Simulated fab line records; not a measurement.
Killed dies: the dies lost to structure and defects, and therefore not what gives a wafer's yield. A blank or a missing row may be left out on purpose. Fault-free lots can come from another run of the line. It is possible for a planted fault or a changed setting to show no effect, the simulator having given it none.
A lot that was struck, set against a sound lot || flow nand-harc || 19 out of 1302 route steps
Sound: these wafers, L598.2, L598.4, L598.6. Wafers struck: L602.2, L602.3, L602.4. Last of all comes the cause.
For every step that has rows: the tool of each side, followed by ch and its chambers, followed by its first start. Under that, the readings that differ: sound wafers || struck wafers || difference of the means || sigmas: that difference in standard deviations of wafers without a fault.
alike: readings with means less than 2 such deviations apart, plus words and numbers identical on both sides. not compared: withheld readings, readings lacking a value on some wafer, bounds such as >300 that could conceal the same value, and numbers that have no deviation in the record and whose values overlap.
A row with sigmas, a row that says differs or no value, or rows on one side alone: a step with any of these is where the two part. Non-overlapping numbers with no deviation appear without sigmas and do not part them. Lack of a reading on every wafer of one side parts them only where that side has two or more wafers.

NHARC_A_CONTACT_ETCH_106: etches the open film in CF4/O2, target depth 90 nm, overetch 9 nm, time 49.5 s.
  sound on rie-diel-12 ch 0,3, day 25 14:58; struck on rie-diel-03 ch 0,1,3, day 26 23:50
{"reading": "showerhead-plenum-p-Torr (Torr)", "sound": "1.34 1.44 1.44", "struck": "1.32 1.32 1.30", "difference": -0.09, "sigmas": -2}
  alike: drypump-motor-current-A, oes-product-au, rf-vpp-V, throttle-valve-pct
  not compared: rf-hours-counter-h
NHARC_A_CONTACT_STRIP_82: strips in O2.
  sound on rie-diel-12 ch 0,2,3; struck on rie-diel-03 ch 0,1,2
  alike: drypump-motor-current-A, oes-product-au, rf-vpp-V, showerhead-plenum-p-Torr, throttle-valve-pct
  not compared: rf-hours-counter-h
then, 1 step without rows for these wafers: NHARC_A_CONTACT_STRIP_83 (strips in post etch residue remover, time 600 s).
NHARC_A_CONTACT_DEP_84: deposits aC, target thk 2800 nm.
  sound on acl-dep-03 ch 0, day 25 18:54; struck on acl-dep-03 ch 0, day 27 01:40
  alike: throttle-valve-pct
NHARC_A_CONTACT_DEP_85: deposits SiON, target thk 60 nm.
  sound on pecvd-04 ch 0,1,2, day 25 20:25; struck on pecvd-01 ch 0,1, day 27 03:08
  alike: heater-power-w
then, 7 steps without rows for these wafers: NHARC_A_CONTACT_DEHYDRATE_00 (time 120 s); NHARC_A_CONTACT_HMDS_01 (time 30 s); NHARC_A_CONTACT_COAT_86 (time 75 s); NHARC_A_CONTACT_COAT_87 (time 65 s); NHARC_A_CONTACT_COAT_02 (resist thk 90 nm); NHARC_A_CONTACT_SOFTBAKE_03 (time 55 s); NHARC_A_CONTACT_EBR_04.
NHARC_A_CONTACT_EXPOSE_05: exposes mask A CC.
  sound on arfi-scanner-02 ch 0, day 25 20:56; struck on arfi-scanner-02 ch 0, day 27 03:36
{"reading": "model.A_CONTACT.overlay-x-nm (nm)", "sound": "0.22 0.22 0.22", "struck": "6.616 6.616 6.616", "difference": "+6.396", "sigmas": ""}
  alike: mask
then, 2 steps without rows for these wafers: NHARC_A_CONTACT_PEB_06 (peb time 65 s); NHARC_A_CONTACT_DEVELOP_07 (develop time 35 s).
NHARC_A_CONTACT_CD_MEAS_08: the cd target is 200 nm.
  sound on cd-sem-01 ch 0, day 25 21:04; struck on cd-sem-02 ch 0, day 27 03:44
  alike: cd-nm
NHARC_A_CONTACT_OVL_MEAS_09:
  struck on overlay-01, day 27 03:49; sound on overlay-01, day 25 21:10
{"reading": "overlay-x-nm (nm)", "sound": "0.1 0.7 -0.2", "struck": "6.8 6.8 6.3", "difference": "+6.4", "sigmas": "+8"}
  alike: overlay-y-nm
NHARC_A_CONTACT_INSPECT_10:
  struck on defect-inspect-01, day 27 03:52; sound on defect-inspect-01, day 25 21:12
  alike: raw-defect-count
-- the record jumps here: 2 days lie between the struck wafers' starts before and after (it left off in module A_CONTACT and takes up again in module END, whose first step shown is number 1302 of the route) --
NHARC_END_SORT_01:
  the record has rows for the struck wafers here (prober-02 ch 0, day 29 10:05) and none for the sound ones

WHERE THEY PART
At NHARC_A_CONTACT_ETCH_106 first; at NHARC_END_SORT_01 last (within this record only).

WHY: what had been put in by the simulator
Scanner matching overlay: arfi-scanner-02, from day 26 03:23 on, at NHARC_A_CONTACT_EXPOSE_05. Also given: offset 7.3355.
